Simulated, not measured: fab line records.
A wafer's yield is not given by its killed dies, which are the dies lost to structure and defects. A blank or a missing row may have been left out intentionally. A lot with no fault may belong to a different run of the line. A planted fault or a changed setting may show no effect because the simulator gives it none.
Matching of chambers ; flow nand-harc ; 3 sister chambers for NHARC_A_ONON_D1_DEP_33 on pecvd-03
The step deposits SiO2, target thk 200 nm. 3 wafers are shown with their chamber, then 12 later ones without.

## WAFERS, EACH WITH ITS CHAMBER
wafer;chamber;throttle-valve-pct (%)
L089.4;0;17.2
L088.1;2;16.2
L088.5;1;15.2

## WAFERS WHOSE CHAMBER IS MISSING
wafer;throttle-valve-pct (%)
L090.2;15.2
L090.5;15.2
L090.6;16.4
L091.2;16.6
L091.3;16.7
L091.6;16.9
L093.1;15.4
L093.2;16.2
L093.5;15.2
L096.2;16.0
L096.3;15.1
L096.6;15.9

## WHICH CHAMBER EACH WENT THROUGH
wafer;from the rows above;in truth
L090.2;1;1
L090.5;1;1
L090.6;2;2
L091.2;can't be placed: 2 or 0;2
L091.3;can't be placed: 0 or 2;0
L091.6;can't be placed: 0 or 2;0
L093.1;1;1
L093.2;2;2
L093.5;1;1
L096.2;2;2
L096.3;1;1
L096.6;can't be placed: 2 or 1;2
Correctly placed: 8 of 12. Can't be placed from these rows: 4 (the true chamber is among the candidates in 4). Placed wrongly: 0.
How it was worked out, from the rows above alone: a wafer's distance from a chamber is the root of the sum, over the readings, of the square of ((its reading less the chamber's mean) divided by the reading's scatter). The wafer belongs to the nearest chamber; if the next one is less than 2 further off, it can't be placed. For every chamber, the mean is computed from those of its wafers that are shown. The scatter: with one shown wafer a chamber, the root of the mean of the squares of how far each hidden wafer lies from its nearest shown one.
